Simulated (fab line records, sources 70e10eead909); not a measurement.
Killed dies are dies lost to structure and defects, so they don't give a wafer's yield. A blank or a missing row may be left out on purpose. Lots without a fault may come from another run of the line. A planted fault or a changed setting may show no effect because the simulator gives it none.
fab line records | flow nand_harc
record lots=7 wafers=21 last_day=32
route steps=1302 shown A_WL_FILL@982 A_CONTACT@983 END@1302
lots that met no fault: from a run of the same line without faults
start_h: hours from the record's first day to the start of the lot's first wafer shown | wait_h: hours since the lot's step before | " the same as in the row above | L1.1+2: a row that stands for several wafers | - no value, or no start given | * or withheld: withheld | < > ~ a bound
route shown NAME@n: a module of which the file shows steps, and the number in the route of the first | usual: mean/standard deviation of fault-free wafers | same: alike in all rows | chamber/n: place in a boat | sites: the reading at each site | _std_site: their standard deviation | _edge_site: outer sites' mean less inner sites' | radius_mm: how far each site lies from the wafer's centre | mask NAME#n: copy n | behind: the tool/chamber that last shaped the wafer | hold: why the lot was held/for how many hours/how that ended | device: the transistor (n, p or np) that didn't switch | end of line: the same wafers' tests at the end of the route | a step without rows: its recipe alone | killed: dies lost to structure and defects at the first sort, not the wafer's yield | map: a wafer's dies, x killed, . not, _ none there
set.NAME: the setting as run; set.NAME@STEP: as run at that earlier step | model.NAME: the simulator's own value behind a step, which no gauge read
lots at some steps of the route; a table a step, a row a wafer
services: from which hour (start_h, from the record's first day; less than 0 if before it) a tool's chamber was out of use, for how many hours, and why
## steps
# step NHARC_A_WL_FILL_INSPECT_15
# usual raw_defect_count=479/130
# columns lot.wafer tool chamber start_h wait_h raw_defect_count
L290.2 defect_inspect-01 - 487.24 0.0 447
L290.3 " - " " 406
L290.5 " - " " 484
L294.1 defect_inspect-01 - 550.17 0.0 376
L294.5 " - " " 380
L294.6 " - " " 479
L295.3 defect_inspect-02 - 556.58 0.0 881
L295.4 " - " " 660
L295.5 " - " " 744
L296.3 defect_inspect-01 - 561.00 0.0 532
L296.5 " - " " 403
L296.6 " - " " 499
L297.2 defect_inspect-01 - 567.31 0.0 332
L297.4 " - " " 575
L297.5 " - " " 412
L306.1 defect_inspect-02 - 664.23 0.0 411
L306.2 " - " " 447
L306.3 " - " " 488
L305.1 defect_inspect-01 - 664.39 0.0 586
L305.5 " - " " 371
L305.6 " - " " 347
# step NHARC_A_CONTACT_DEP_24
# recipe target_thk_a=5000 temp_c=400 pressure_torr=6.5 rf_w=900 teos_flow_sccm=161.4 flow_sccm=2650 target_thk_nm=500 gas=O2 material=SiO2
# usual heater_power_w=539/71 susceptor_temp_C=400.01/0.23 throttle_valve_pct=15.7/0.34
# columns lot.wafer tool chamber start_h wait_h heater_power_w susceptor_temp_C throttle_valve_pct
L290.3 pecvd-03 0 487.37 0.1 607 399.82 15.3
L290.2 " 1 " " 574 399.80 16.2
L290.5 " 1 " " 610 399.85 16.0
L294.1 pecvd-01 1 550.30 0.1 587 400.11 15.5
L294.5 " 0 " " 568 399.66 15.6
L294.6 " 1 " " 452 400.02 15.7
L295.3 pecvd-03 1 556.70 0.1 436 399.79 16.0
L295.4 " 0 " " 470 400.22 15.4
L295.5 " 2 " " 514 399.77 15.3
L296.3 pecvd-01 0 561.07 0.1 504 399.93 16.0
L296.6 " 0 " " 550 399.69 16.0
L296.5 " 1 " " 568 400.24 15.8
L297.2 pecvd-01 0 567.50 0.2 621 400.35 15.8
L297.5 " 1 " " 605 399.87 15.8
L297.4 " 2 " " 597 400.02 15.6
L306.1 pecvd-04 0 664.30 0.1 680 400.03 16.0
L306.3 " 1 " " 343 400.52 16.2
L306.2 " 2 " " 436 399.85 15.6
L305.1 pecvd-01 2 664.58 0.2 529 399.88 16.2
L305.6 " 0 " " 628 399.95 15.5
L305.5 " 2 " " 548 399.59 15.9
# step NHARC_A_CONTACT_DEP_28
# recipe target_thk_a=70000 temp_c=400 material=aC
# usual susceptor_temp_C=400.01/0.2 throttle_valve_pct=34.999/0.0092
# columns lot.wafer tool chamber start_h wait_h susceptor_temp_C throttle_valve_pct
L290.2 acl_dep-03 0 488.63 0.8 399.91 34.988
L290.3 " 0 " " 400.15 35.026
L290.5 " 0 490.78 2.9 400.00 34.998
L294.1 acl_dep-01 0 551.08 0.3 - 34.996
L294.5 " 0 553.88 3.1 - 34.991
L294.6 " 0 " " - 34.998
L295.3 acl_dep-01 0 561.27 4.1 - 35.013
L295.4 " 0 " " - 35.002
L295.5 " 0 " " - 34.984
L296.3 acl_dep-03 0 565.52 3.9 400.22 35.013
L296.5 " 0 566.94 5.3 399.87 34.994
L296.6 " 0 " " 400.40 34.993
L297.2 acl_dep-02 0 571.73 3.8 400.08 35.004
L297.4 " 0 573.14 5.2 399.84 34.996
L297.5 " 0 " " 399.63 35.020
L306.1 acl_dep-03 0 664.91 0.1 400.12 34.993
L306.2 " 0 " " 399.83 34.990
L306.3 " 0 " " 400.02 35.001
L305.1 acl_dep-01 0 665.06 0.1 399.87 35.004
L305.5 " 0 667.90 2.9 400.03 35.001
L305.6 " 0 " " 400.00 35.016
# step NHARC_A_CONTACT_DEP_29
# recipe target_thk_a=1000 target_thk_nm=100 temp_c=400 pressure_torr=3.5 flow_sccm=200 rf_w=350 material=SiON
# usual heater_power_w=743/66 susceptor_temp_C=400.05/0.25
# columns lot.wafer tool chamber start_h wait_h heater_power_w susceptor_temp_C
L290.3 pecvd-01 0 492.23 2.2 767 400.45
L290.2 " 1 " " 652 400.27
L290.5 " 2 " " 788 400.19
L294.1 pecvd-01 2 555.32 3.5 744 399.52
L294.6 " 2 " " 745 399.71
L294.5 " 0 " " 850 399.61
L295.3 pecvd-04 1 564.13 2.2 602 400.30
L295.5 " 0 " " 848 400.55
L295.4 " 1 " " 623 400.34
L296.3 pecvd-01 0 568.42 2.2 792 400.11
L296.6 " 2 " " 788 399.92
L296.5 " 0 " " 797 399.56
L297.2 pecvd-03 2 575.33 2.9 705 400.14
L297.5 " 1 " " 730 400.12
L297.4 " 2 " " 742 400.07
L306.1 pecvd-04 0 669.21 3.6 908 400.01
L306.3 " 1 " " 630 400.17
L306.2 " 2 " " 762 399.61
L305.1 pecvd-01 0 669.40 3.6 742 400.01
L305.6 " 1 " " 760 399.77
L305.5 " 0 " " 740 400.12
# step NHARC_A_CONTACT_DEHYDRATE_32
# recipe temp_c=150 time_s=120
# step NHARC_A_CONTACT_HMDS_33
# recipe time_s=30
# step NHARC_A_CONTACT_COAT_34
# recipe temp_c=260 time_s=75
# step NHARC_A_CONTACT_COAT_35
# recipe temp_c=225 time_s=65
# step NHARC_A_CONTACT_COAT_36
# recipe spin_rpm=1500 resist_thk_nm=90
# step NHARC_A_CONTACT_SOFTBAKE_37
# recipe temp_c=105 time_s=55
# usual exhaust_pa=45.0/1.1 heater_power_total_W=188.45/0.14
# columns lot.wafer tool chamber start_h wait_h exhaust_pa heater_power_total_W
L290.2 litho_track-01 0 492 - 44.5 188.40
L290.3 " 0 " " 44.3 188.72
L290.5 " 0 " " 44.3 188.32
L294.1 litho_track-01 0 555 - 44.9 176.84
L294.5 " 0 " " 44.6 176.66
L294.6 " 0 " " 44.3 176.77
L295.3 litho_track-01 0 564 - 45.5 177.05
L295.4 " 0 " " 44.8 176.99
L295.5 " 0 " " 45.4 176.73
L296.3 litho_track-01 0 568 - 46.3 176.86
L296.5 " 0 " " 45.9 176.72
L296.6 " 0 " " 45.2 176.77
L297.2 litho_track-06 0 575 - 44.8 188.71
L297.4 " 0 " " 45.4 188.37
L297.5 " 0 " " 47.3 188.77
L306.1 litho_track-04 0 669 - 47.3 188.51
L306.2 " 0 " " 46.4 188.38
L306.3 " 0 " " 47.1 188.33
L305.1 litho_track-01 0 669 - 43.5 188.35
L305.5 " 0 " " 44.1 188.72
L305.6 " 0 " " 43.5 188.31
# step NHARC_A_CONTACT_EBR_38
# step NHARC_END_SORT_01
# recipe temp_c=25
# usual killed_at_array=62/18 killed_at_other=0.9/1.2 killed_at_periphery=4.2/2.9 killed_dies=67/17 killed_open=3.6/1.9 killed_short=2.5/1.6
# same gross_dies=677
# columns lot.wafer tool chamber start_h wait_h killed_at_array killed_at_other killed_at_periphery killed_dies killed_open killed_short
L294.1 prober-01 0 626.65 2.5 51 3 1 55 1 3
L294.5 prober-01 0 629.85 3.7 56 1 3 60 3 3
L294.6 prober-01 0 630.65 4.0 58 2 2 62 4 6
L295.3 prober-02 0 639.22 3.1 49 1 2 52 4 3
L295.4 prober-02 0 640.03 3.4 61 1 0 62 1 2
L295.5 prober-02 0 640.83 3.7 69 3 2 74 6 6
L297.2 prober-01 0 648.35 2.8 62 1 2 65 7 2
L297.4 prober-01 0 649.96 3.4 62 1 2 65 4 2
L297.5 prober-01 0 650.77 3.7 63 0 1 64 1 1
L296.3 prober-02 0 649.16 3.1 61 0 3 64 4 1
L296.5 prober-02 0 650.75 3.7 78 0 2 80 4 1
L296.6 prober-02 0 651.54 4.0 66 0 0 66 3 2
# killed by level:class
L294.1 A_SLIT:chamber_film_flake=24 A_CONTACT:chamber_film_flake=14 A_CHANNEL_HOLE_D1:chamber_film_flake=5 A_CHANNEL_HOLE_D2:chamber_film_flake=4 THIN_TSV:chamber_film_flake=3 A_CHANNEL_FILL_D2:geometric_particle:short=2 A_WL_FILL:geometric_particle:short=1 A_WL_FILL:geometric_particle:open=1
L294.5 A_SLIT:chamber_film_flake=25 A_CHANNEL_HOLE_D2:chamber_film_flake=13 A_CONTACT:chamber_film_flake=10 A_CHANNEL_HOLE_D1:chamber_film_flake=3 P_M0:geometric_particle:short=2 A_CHANNEL_FILL_D2:geometric_particle:open=2 A_WL_FILL:geometric_particle:short=1 STARTING-WAFER:geometric_particle:open=1
L294.6 A_SLIT:chamber_film_flake=29 A_CONTACT:chamber_film_flake=9 A_CHANNEL_HOLE_D2:chamber_film_flake=6 A_CHANNEL_HOLE_D1:chamber_film_flake=5 THIN_TSV:chamber_film_flake=2 P_GATE:geometric_particle:open=1 P_M0:geometric_particle:short=1 A_CHANNEL_FILL_D2:geometric_particle:short=1
L295.3 A_CHANNEL_HOLE_D1:chamber_film_flake=25 A_CHANNEL_HOLE_D2:chamber_film_flake=14 A_CHANNEL_FILL_D1:geometric_particle:open=2 A_WL_FILL:chamber_film_flake=2 P_CONTACT:geometric_particle:open=1 A_CHANNEL_FILL_D1:geometric_particle:short=1 A_DECK1_JOINT:geometric_particle:short=1 A_ONON_D2:geometric_particle:open=1
L295.4 A_CHANNEL_HOLE_D1:chamber_film_flake=36 A_CHANNEL_HOLE_D2:chamber_film_flake=13 A_SLIT:chamber_film_flake=4 A_WL_FILL:chamber_film_flake=2 A_SGD_CUT:geometric_particle:short=1 A_WL_FILL:geometric_particle:short=1 A_WL_FILL:geometric_particle:open=1 A_DECK1_JOINT:chamber_film_flake=1
L295.5 A_CHANNEL_HOLE_D1:chamber_film_flake=33 A_CHANNEL_HOLE_D2:chamber_film_flake=18 A_STAIRCASE:chamber_film_flake=3 THIN_TSV:chamber_film_flake=3 A_CHANNEL_FILL_D1:geometric_particle:open=2 A_CHANNEL_FILL_D1:geometric_particle:short=2 A_CONTACT:chamber_film_flake=2 P_M1:geometric_particle:open=1
L297.2 A_SLIT:chamber_film_flake=34 A_CHANNEL_HOLE_D2:chamber_film_flake=11 A_SGD_CUT:chamber_film_flake=4 A_CHANNEL_HOLE_D1:geometric_particle:open=2 A_CONTACT:chamber_film_flake=2 P_GATE:geometric_particle:open=1 P_CONTACT:geometric_particle:open=1 A_ONON_D1:geometric_particle:open=1
L296.3 A_CHANNEL_HOLE_D1:chamber_film_flake=24 A_SLIT:chamber_film_flake=24 A_SGD_CUT:chamber_film_flake=4 A_CONTACT:chamber_film_flake=4 P_GATE:geometric_particle:open=1 P_CONTACT:geometric_particle:open=1 A_DECK1_JOINT:geometric_particle:open=1 A_M0:geometric_particle:short=1
L297.4 A_SLIT:chamber_film_flake=24 A_CHANNEL_HOLE_D2:chamber_film_flake=11 A_CHANNEL_HOLE_D1:chamber_film_flake=9 A_CONTACT:chamber_film_flake=6 A_SGD_CUT:chamber_film_flake=5 P_CONTACT:geometric_particle:open=1 A_SOURCE_PLATE:geometric_particle:open=1 A_ONON_D1:geometric_particle:open=1
L296.5 A_SLIT:chamber_film_flake=34 A_CHANNEL_HOLE_D1:chamber_film_flake=26 A_SGD_CUT:chamber_film_flake=5 A_STAIRCASE:chamber_film_flake=4 A_CONTACT:chamber_film_flake=4 A_CHANNEL_FILL_D1:geometric_particle:open=1 A_CHANNEL_FILL_D2:geometric_particle:open=1 A_WL_FILL:geometric_particle:short=1
L297.5 A_SLIT:chamber_film_flake=23 A_CHANNEL_HOLE_D2:chamber_film_flake=11 A_CONTACT:chamber_film_flake=9 A_CHANNEL_HOLE_D1:chamber_film_flake=6 A_SGD_CUT:chamber_film_flake=6 A_STAIRCASE:chamber_film_flake=2 A_WL_FILL:chamber_film_flake=2 A_CHANNEL_FILL_D2:geometric_particle:short=1
L296.6 A_CHANNEL_HOLE_D1:chamber_film_flake=30 A_SLIT:chamber_film_flake=24 A_STAIRCASE:chamber_film_flake=2 A_CONTACT:chamber_film_flake=2 A_CHANNEL_FILL_D1:geometric_particle:open=1 A_DECK1_JOINT:geometric_particle:open=1 A_ONON_D2:geometric_particle:short=1 A_STAIRCASE:geometric_particle:short=1
## services
# columns tool chamber start_h hours kind
pecvd-01 - 468.26 13.0 pm
pecvd-01 0 468.26 13.0 vent_cycle
pecvd-01 1 468.26 13.0 vent_cycle
pecvd-01 2 468.26 13.0 vent_cycle
litho_track-01 - 481.00 7.0 pm
pecvd-01 0 481.26 - clean
pecvd-01 1 481.26 - clean
pecvd-01 2 481.26 - clean
litho_track-06 - 505.00 7.0 pm
pecvd-01 1 513.91 4.2 repair
pecvd-03 - 527.85 13.0 pm
litho_track-04 - 529.00 7.0 pm
acl_dep-01 - 532.11 13.0 pm
pecvd-01 1 539.24 6.0 repair
acl_dep-02 - 581.65 13.0 pm
pecvd-03 - 602.45 2.7 repair
pecvd-04 - 607.49 13.0 pm
pecvd-03 - 629.73 1.5 repair
acl_dep-03 - 644.76 13.0 pm
pecvd-01 - 649.26 13.0 pm
pecvd-01 0 649.26 14.4 vent_cycle
pecvd-01 1 649.26 14.4 vent_cycle
pecvd-01 2 649.26 14.4 vent_cycle
litho_track-01 - 656.00 7.0 pm
## key
first_sign step=NHARC_A_CONTACT_SOFTBAKE_37 reading=heater_power_total_W direction=down sigmas=82 usual=* struck=*
effect none on later readings
met_at NHARC_A_CONTACT_SOFTBAKE_37
struck_wafers L294.1,L294.5,L294.6,L295.3,L295.4,L295.5,L296.3,L296.5,L296.6
tester_left_out L294,L295,L296
onset_between 492 555
fault kind=process_parameter_drift tool=litho_track-01 chamber=- onset_h=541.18 steps=NHARC_A_CONTACT_SOFTBAKE_37 channel=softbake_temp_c offset=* shape=step end_h=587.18 acts_in=* stated=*
# tester_left_out: of these lots the tester's yield and bins aren't shown, on N5 and GAA mostly nor the transistor test; their killed dies are dies lost to structure and defects alone, not to doping, threshold or leakage, so they don't give the yield
